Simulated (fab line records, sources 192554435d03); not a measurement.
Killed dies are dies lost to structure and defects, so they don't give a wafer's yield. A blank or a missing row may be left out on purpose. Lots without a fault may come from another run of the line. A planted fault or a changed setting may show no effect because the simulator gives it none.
Split-lot experiment | flow n5_finfet | 7 lots, 21 wafers read, on a route of 1938 steps

THE SPLIT
At N5_BEOL_M11_ETCH_41 (etches SiCN in CH3F/O2, target depth 42.6 nm, time 86 s), the setting time_s was moved away from the recipe's 86 s on 6 of the 21 wafers read, by -20.5% to +7.9%. The other wafers ran this setting at the recipe's value.

The reading is taken at the split's own step.

THE READING
etch.depth_nm (the simulator's own value, which no gauge read), in nm, at N5_BEOL_M11_ETCH_41 (etches SiCN in CH3F/O2, target depth 42.6 nm, time 86 s). The file gives no usual value for it. The 15 wafers here that ran the recipe average 32.20 nm, standard deviation 0.88 nm.

wafer  | tool, chamber at the split | time_s as run, s | against the recipe | etch.depth_nm, nm | against lot-mates on the recipe
L080.2 | rie_diel-02, 1             | 86               | recipe             | 31.12             | -
L080.3 | rie_diel-02, 3             | 68.36            | -20.5%             | 26.29             | -5.95
L080.5 | rie_diel-02, 3             | 86               | recipe             | 33.37             | -
L082.1 | rie_diel-03, 2             | 73.68            | -14.3%             | 27.73             | -3.61
L082.4 | rie_diel-03, 3             | 86               | recipe             | 31.36             | -
L082.6 | rie_diel-03, 3             | 86               | recipe             | 31.32             | -
L083.1 | rie_diel-03, 1             | 79.97            | -7.0%              | 29.75             | -1.76
L083.3 | rie_diel-03, 3             | 86               | recipe             | 31.51             | -
L083.5 | rie_diel-03, 3             | 79.97            | -7.0%              | 29.34             | -2.17
L090.4 | rie_diel-02, 0             | 86               | recipe             | 34.54             | -
L090.5 | rie_diel-02, 3             | 86               | recipe             | 32.82             | -
L090.6 | rie_diel-02, 2             | 86               | recipe             | 32.65             | -
L091.2 | rie_diel-03, 3             | 86               | recipe             | 31.86             | -
L091.3 | rie_diel-03, 1             | 92.8             | +7.9%              | 34.42             | +2.62
L091.6 | rie_diel-03, 1             | 86               | recipe             | 31.73             | -
L092.1 | rie_diel-03, 2             | 86               | recipe             | 32.15             | -
L092.3 | rie_diel-03, 1             | 86               | recipe             | 31.55             | -
L092.6 | rie_diel-03, 0             | 74.21            | -13.7%             | 26.66             | -5.19
L096.1 | rie_diel-01, 0             | 86               | recipe             | 32.5              | -
L096.5 | rie_diel-01, 0             | 86               | recipe             | 32.6              | -
L096.6 | rie_diel-01, 1             | 86               | recipe             | 31.89             | -

THE FIT
A straight line over all 21 wafers: etch.depth_nm changes by +0.32 nm for each +1% of time_s; r = +0.93; the points scatter about the line by 0.85 nm.
The same after taking each lot's own level away (the mean of its wafers on the recipe; 21 wafers): +0.302 nm for each +1%; r = +0.96; scatter 0.61 nm.
On that fit, the largest move of time_s shifts the reading by 6.2 nm.
The lots' own levels span 31.340 to 33.337 nm, that is 2.3 times the standard deviation above.
So the lot-to-lot level changes the slope little: the two slopes agree.
Check: with one of the wafers moved furthest among these (-20.5%) left out of the fit, the line predicts -6.34 nm for it against its lot-mates. It came out at -5.95 nm against them.

THE FILE'S OWN FIT
etch.depth_nm changes by +0.302 nm for each +1% of time_s, r = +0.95.
